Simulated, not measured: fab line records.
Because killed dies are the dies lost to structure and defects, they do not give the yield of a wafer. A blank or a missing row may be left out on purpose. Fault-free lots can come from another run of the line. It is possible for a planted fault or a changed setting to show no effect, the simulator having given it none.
Which tool was responsible? -- flow nand harc -- 14 lots, 42 wafers sampled, at 4 steps of a route of 1159

## WHAT THE GAUGES READ, wafer by wafer
The record holds no reading of a measuring or inspecting step that can be judged against a usual standard deviation.

## TOOL THAT RAN EACH LOT (tool first, then ch and the chambers of the sampled wafers, then the start)
lot,NHARC_A_SGD_CUT_ETCH_15,NHARC_A_SGD_CUT_ETCHBACK_24,NHARC_A_SLIT_ETCH_29,NHARC_A_WL_FILL_RTA_01
L321,"rie diel-09 ch 0,3, day 14 05:12 or earlier","rie diel-09 ch 1,2, day 14 05:12","rie diel-07 ch 1,2,3, day 14 15:11","rtp anneal-02 ch 0, day 14 23:49"
L320,"rie diel-04 ch 0,2,3, day 14 05:13 or earlier","rie diel-04 ch 1,2,3, day 14 05:13","rie diel-05 ch 1,2,3, day 14 16:14","rtp anneal-02 ch 0, day 15 00:17"
L323,"rie diel-04 ch 0,1,2, day 14 10:09 or earlier","rie diel-06 ch 0,1,3, day 14 10:09","rie diel-07 ch 0,1,2, day 14 16:49","rtp anneal-01 ch 0, day 15 00:11"
L322,"rie diel-06 ch 1,2,3, day 14 14:44 or earlier","rie diel-04 ch 0,2,3, day 14 14:44","rie diel-11 ch 1,2, day 14 21:35","rtp anneal-02 ch 0, day 15 06:14"
L324,"rie diel-09 ch 1,2,3, day 14 14:44 or earlier","rie diel-06 ch 2,3, day 14 14:44","rie diel-07 ch 0,2, day 14 21:19","rtp anneal-01 ch 0, day 15 06:05"
L330,"rie diel-09 ch 0,2, day 16 08:32 or earlier","rie diel-06 ch 0,3, day 16 08:32","rie diel-07 ch 0,2, day 16 20:34","rtp anneal-01 ch 0, day 17 05:08"
L328,"rie diel-06 ch 0,3, day 16 08:34 or earlier","rie diel-09 ch 1,3, day 16 08:34","rie diel-07 ch 0,1,2, day 16 22:26","rtp anneal-02 ch 0, day 17 05:38"
L335,"rie diel-06 ch 1,2, day 17 07:58 or earlier","rie diel-09 ch 0,2, day 17 07:58","rie diel-11 ch 1,2, day 17 20:37","rtp anneal-01 ch 0, day 18 03:19"
L334,"rie diel-04 ch 0,1,3, day 17 20:01 or earlier","rie diel-06 ch 1,3, day 17 20:01","rie diel-11 ch 1,3, day 18 02:24","rtp anneal-01 ch 0, day 18 11:01"
L336,"rie diel-04 ch 1,3, day 18 03:30 or earlier","rie diel-09 ch 2,3, day 18 03:30","rie diel-11 ch 0,2, day 18 12:50","rtp anneal-01 ch 0, day 18 19:58"
L337,"rie diel-04 ch 0,1,2, day 18 03:29 or earlier","rie diel-06 ch 0,2,3, day 18 03:29","rie diel-05 ch 0,1,3, day 18 11:10","rtp anneal-02 ch 0, day 18 19:49"
L338,"rie diel-04 ch 0,1,3, day 19 01:05 or earlier","rie diel-06 ch 1,2,3, day 19 01:05","rie diel-05 ch 0,2,3, day 19 13:01","rtp anneal-02 ch 0, day 19 21:46"
L342,"rie diel-04 ch 1,2,3, day 19 17:05 or earlier","rie diel-04 ch 1,2,3, day 19 17:05","rie diel-07 ch 0,1,3, day 19 23:34","rtp anneal-02 ch 0, day 20 07:56"
L343,"rie diel-06 ch 0,3, day 20 08:47 or earlier","rie diel-04 ch 0,2,3, day 20 08:47","rie diel-05 ch 0,1, day 20 17:49","rtp anneal-01 ch 0, day 21 03:19"
- NHARC_A_SGD_CUT_ETCH_15: etches the open film in CH3F/O2, target depth 75 nm, time 64.3 s.
- NHARC_A_SGD_CUT_ETCHBACK_24: etches the open film in CH3F/O2, target depth 50 nm, time 92.857 s.
- NHARC_A_SLIT_ETCH_29: etches the open film in CF4/O2, target depth 100 nm, overetch 10 nm, time 55 s.
- NHARC_A_WL_FILL_RTA_01: time 5 s.

## WHAT THE TOOLS THEMSELVES READ (means of the sampled wafers that have a number; where no wafer has one, the mark that the record gives instead)
NHARC_A_SGD_CUT_ETCH_15. Usual: value, then standard deviation, for each; bias w 100.03 W / 0.29; drypump motor current A 5.7 A / 0.4; oes product au 0.965 a.u. / 0.022; rf vpp V 263.5 V / 1.9; run length s 85.8 s / 0.32; showerhead plenum p Torr 2.43 Torr / 0.12; throttle valve pct 20.664 % / 0.0086.
lot,tool,bias w (W),drypump motor current A (A),oes product au (a.u.),rf vpp V (V),run length s (s),showerhead plenum p Torr (Torr),throttle valve pct (%),flag
L321,rie diel-09,100.20,5.5,0.958,264.2,85.8,2.50,20.657,
L320,rie diel-04,99.97,5.8,0.971,263.7,86.0,2.45,20.671,
L323,rie diel-04,99.97,5.8,0.985,264.2,85.9,2.46,20.657,
L322,rie diel-06,100.31,5.8,0.978,263.7,85.7,2.46,20.662,
L324,rie diel-09,100.10,5.9,0.977,263.2,85.4,2.43,20.662,
L330,rie diel-09,99.92,5.5,0.927,264.9,86.0,2.50,20.664,
L328,rie diel-06,100.05,5.1,0.965,263.3,85.8,2.40,20.663,
L335,rie diel-06,99.80,6.2,0.973,262.4,85.8,2.38,20.661,
L334,rie diel-04,100.21,5.9,0.952,261.8,86.1,2.35,20.665,
L336,rie diel-04,99.90,5.8,0.984,262.8,86.3,2.32,20.669,
L337,rie diel-04,100.06,5.9,0.973,264.4,85.8,2.46,20.672,
L338,rie diel-04,100.02,5.8,0.953,262.1,85.9,2.35,20.664,
L342,rie diel-04,99.85,5.8,0.965,263.5,85.9,2.43,20.664,
L343,rie diel-06,99.81,5.1,0.954,262.7,85.8,2.40,20.665,

NHARC_A_SGD_CUT_ETCHBACK_24. Usual: bias w 100.01 W, standard deviation 0.27; drypump motor current A 5.7 A, standard deviation 0.41; oes product au 0.98 a.u., standard deviation 0.037; rf vpp V 244.1 V, standard deviation 1.8; showerhead plenum p Torr 2.44 Torr, standard deviation 0.11; throttle valve pct 20.663 %, standard deviation 0.0092.
lot,tool,bias w (W),drypump motor current A (A),oes product au (a.u.),rf vpp V (V),showerhead plenum p Torr (Torr),throttle valve pct (%),flag
L321,rie diel-09,99.81,6.0,0.92,245.6,2.49,20.665,
L320,rie diel-04,99.92,5.8,0.93,244.1,2.43,20.660,
L323,rie diel-06,99.78,5.3,1.00,244.6,2.47,20.669,
L322,rie diel-04,100.31,5.8,0.99,244.6,2.45,20.666,
L324,rie diel-06,99.84,5.6,0.99,244.0,2.48,20.659,
L330,rie diel-06,99.75,5.1,1.00,244.6,2.48,20.671,
L328,rie diel-09,99.59,6.1,1.00,244.1,2.44,20.668,
L335,rie diel-09,100.09,5.4,1.00,245.8,2.53,20.667,
L334,rie diel-06,99.86,5.3,0.99,245.5,2.55,20.661,
L336,rie diel-09,99.83,5.6,0.97,243.8,2.42,20.657,
L337,rie diel-06,100.37,5.6,1.01,243.1,2.40,20.667,
L338,rie diel-06,100.07,5.8,1.01,244.2,2.46,20.672,
L342,rie diel-04,99.90,5.8,0.94,243.6,2.43,20.659,
L343,rie diel-04,100.13,5.8,1.00,244.1,2.45,20.661,

NHARC_A_SLIT_ETCH_29. Usual: bias w 100.0 W, standard deviation 0.33; drypump motor current A 5.7 A, standard deviation 0.43; oes_o_777_au 1.000 a.u., standard deviation 0.0046; oes product au 1.001 a.u., standard deviation 0.014; rf vpp V 197.6 V, standard deviation 1.3; run length s 76.3 s, standard deviation 0.44; showerhead plenum p Torr 1.32 Torr, standard deviation 0.045; throttle valve pct 13.397 %, standard deviation 0.0086.
lot,tool,bias w (W),drypump motor current A (A),oes_o_777_au (a.u.),oes product au (a.u.),rf vpp V (V),run length s (s),showerhead plenum p Torr (Torr),throttle valve pct (%),flag
L321,rie diel-07,100.1,5.9,1.002,0.995,197.6,76.7,1.33,13.393,
L320,rie diel-05,100.1,5.8,1.000,0.997,197.4,76.4,1.31,13.405,
L323,rie diel-07,100.3,5.6,0.997,1.005,197.1,76.6,1.33,13.403,
L322,rie diel-11,99.8,5.2,0.998,0.987,197.2,76.3,1.31,13.402,
L324,rie diel-07,99.8,5.9,1.000,1.011,198.3,76.1,1.36,13.398,
L330,rie diel-07,100.3,5.8,0.998,1.015,198.6,74.8,1.36,13.398,OFF
L328,rie diel-07,100.2,5.6,0.995,1.011,196.9,73.5,1.33,13.399,OFF
L335,rie diel-11,99.8,5.5,0.999,0.997,196.8,76.5,1.31,13.403,
L334,rie diel-11,100.1,6.2,1.005,1.016,196.2,76.1,1.29,13.399,
L336,rie diel-11,100.0,5.3,1.000,0.989,198.2,76.4,1.33,13.390,
L337,rie diel-05,100.0,5.7,1.001,0.990,197.3,76.1,1.30,13.405,
L338,rie diel-05,99.8,5.6,1.003,0.997,197.8,76.0,1.35,13.400,
L342,rie diel-07,100.1,5.7,1.003,1.002,197.9,76.7,1.32,13.396,
L343,rie diel-05,99.9,5.4,1.004,0.997,197.1,75.7,1.33,13.392,

NHARC_A_WL_FILL_RTA_01. Usual: lamp power pct 28 %, standard deviation 3.3; wafer_temp_C_max 1004.0, standard deviation 1.2.
lot,tool,lamp power pct (%),wafer_temp_C_max,flag
L321,rtp anneal-02,31,1003.5,
L320,rtp anneal-02,31,1003.1,
L323,rtp anneal-01,25,1005.3,
L322,rtp anneal-02,31,1003.5,
L324,rtp anneal-01,25,1006.3,
L330,rtp anneal-01,25,1005.1,
L328,rtp anneal-02,31,1003.8,
L335,rtp anneal-01,25,1005.1,
L334,rtp anneal-01,25,1005.4,
L336,rtp anneal-01,25,1004.9,
L337,rtp anneal-02,31,1003.2,
L338,rtp anneal-02,31,1003.7,
L342,rtp anneal-02,31,1002.5,
L343,rtp anneal-01,25,1004.2,

## THE ANSWER, worked out from the rows above alone
Rule: take the mean of a lot's wafers that have a number; if it is more than 3 standard deviations from the usual mean, the lot is off. A lot without any number at a reading at which 4 lots or more have one is off too. Where the step has rows for the other lots, those lots are counted as sound. First the gauges in route order, then the tools' own readings, where a lot's mean is used as printed above. The first step at which some lot is off is used, and at that step the reading that is off furthest; a lot without a number counts as furthest.
Off, at NHARC_A_SLIT_ETCH_29 on run length s: L330, L328.
If a tool, at that step or one of the process steps before it, ran each lot that is off and ran no sound lot following the first of them, it fits. Because NHARC_A_SGD_CUT_ETCH_15 lacks a start for some lots, the hours and order of its lots are taken from NHARC_A_SGD_CUT_ETCHBACK_24. No candidate that was tried fits.

## WHAT WAS PUT IN BY THE SIMULATOR
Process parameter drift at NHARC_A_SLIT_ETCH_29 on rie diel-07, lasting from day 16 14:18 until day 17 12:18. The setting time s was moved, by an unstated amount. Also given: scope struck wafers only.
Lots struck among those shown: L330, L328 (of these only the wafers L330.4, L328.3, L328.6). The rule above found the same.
